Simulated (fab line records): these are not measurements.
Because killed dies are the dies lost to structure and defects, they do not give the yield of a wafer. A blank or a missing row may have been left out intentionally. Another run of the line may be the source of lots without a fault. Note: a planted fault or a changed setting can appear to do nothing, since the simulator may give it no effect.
Matching of chambers :: flow n5Finfet :: N5_BEOL_M6_PECVD_70 on pecvd-03: 3 sister chambers
The step deposits SiO2 from TEOS/O2, target thk 20 nm, time 22.7 s. 14 wafers are shown with their chamber, then 7 later ones without.

== WAFERS PAIRED WITH THEIR CHAMBERS ==
wafer: L082.1
chamber: 2
throttleValvePct (%): 21.2
showerheadPlenumPTorr (Torr): 8.76
heaterPowerW (W): 812

wafer: L082.2
chamber: 1
throttleValvePct (%): 22.9
showerheadPlenumPTorr (Torr): 8.86
heaterPowerW (W): 623

wafer: L082.6
chamber: 1
throttleValvePct (%): 22.8
showerheadPlenumPTorr (Torr): 8.89
heaterPowerW (W): 628

wafer: L084.2
chamber: 2
throttleValvePct (%): 21.6
showerheadPlenumPTorr (Torr): 8.76
heaterPowerW (W): 779

wafer: L084.4
chamber: 1
throttleValvePct (%): 22.9
showerheadPlenumPTorr (Torr): 8.87
heaterPowerW (W): 728

wafer: L084.6
chamber: 2
throttleValvePct (%): 21.6
showerheadPlenumPTorr (Torr): 8.78
heaterPowerW (W): 784

wafer: L087.1
chamber: 0
throttleValvePct (%): 22.9
showerheadPlenumPTorr (Torr): 8.84
heaterPowerW (W): 629

wafer: L087.2
chamber: 2
throttleValvePct (%): 21.5
showerheadPlenumPTorr (Torr): 8.75
heaterPowerW (W): 797

wafer: L087.3
chamber: 1
throttleValvePct (%): 22.9
showerheadPlenumPTorr (Torr): 8.87
heaterPowerW (W): 714

wafer: L091.1
chamber: 0
throttleValvePct (%): 22.8
showerheadPlenumPTorr (Torr): 8.82
heaterPowerW (W): 658

wafer: L091.3
chamber: 2
throttleValvePct (%): 21.3
showerheadPlenumPTorr (Torr): 8.79
heaterPowerW (W): 734

wafer: L091.6
chamber: 0
throttleValvePct (%): 22.8
showerheadPlenumPTorr (Torr): 8.80
heaterPowerW (W): 673

wafer: L090.1
chamber: 1
throttleValvePct (%): 22.7
showerheadPlenumPTorr (Torr): 8.88
heaterPowerW (W): 661

wafer: L090.2
chamber: 0
throttleValvePct (%): 23.0
showerheadPlenumPTorr (Torr): 8.83
heaterPowerW (W): 614

SIGNATURES, as means of the wafers listed above
reading: throttleValvePct
chamber 0: 22.875
chamber 1: 22.840
chamber 2: 21.440
scatter within a chamber: 0.132

reading: showerheadPlenumPTorr
chamber 0: 8.8225
chamber 1: 8.8740
chamber 2: 8.7680
scatter within a chamber: 0.015

reading: heaterPowerW
chamber 0: 643.50
chamber 1: 670.80
chamber 2: 781.20
scatter within a chamber: 36.9
Rule: for a wafer and a chamber, the distance is found by dividing, reading by reading, the gap between the wafer's reading and the chamber's mean by the reading's scatter, squaring, summing and taking the root. The wafer belongs to the nearest chamber; if the next one is less than 2 further off, it can't be placed. The scatter is the square root of a quotient: the sum, over the shown wafers, of each reading's squared deviation from its chamber's mean, divided by wafers minus chambers.

== WAFERS WITHOUT THEIR CHAMBER ==
wafer: L090.3
throttleValvePct (%): 21.3
showerheadPlenumPTorr (Torr): 8.78
heaterPowerW (W): 734

wafer: L095.2
throttleValvePct (%): 21.9
showerheadPlenumPTorr (Torr): 8.78
heaterPowerW (W): 673

wafer: L095.4
throttleValvePct (%): 22.8
showerheadPlenumPTorr (Torr): 8.89
heaterPowerW (W): 651

wafer: L095.5
throttleValvePct (%): 21.6
showerheadPlenumPTorr (Torr): 8.78
heaterPowerW (W): 686

wafer: L096.3
throttleValvePct (%): 22.8
showerheadPlenumPTorr (Torr): 8.86
heaterPowerW (W): 657

wafer: L096.4
throttleValvePct (%): 22.7
showerheadPlenumPTorr (Torr): 8.87
heaterPowerW (W): 685

wafer: L096.6
throttleValvePct (%): 23.3
showerheadPlenumPTorr (Torr): 8.84
heaterPowerW (W): 623

== CHAMBER TAKEN BY EACH ==
wafer: L090.3
from the rows above: 2
in truth: 2

wafer: L095.2
from the rows above: 2
in truth: 2

wafer: L095.4
from the rows above: 1
in truth: 1

wafer: L095.5
from the rows above: 2
in truth: 2

wafer: L096.3
from the rows above: can't be placed: 1 or 0
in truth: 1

wafer: L096.4
from the rows above: 1
in truth: 1

wafer: L096.6
from the rows above: can't be placed: 0 or 1
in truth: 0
5 of 7 placed correctly. Cannot be placed on the basis of these rows: 2; the candidates contain the true chamber in 2. 0 placed wrongly.
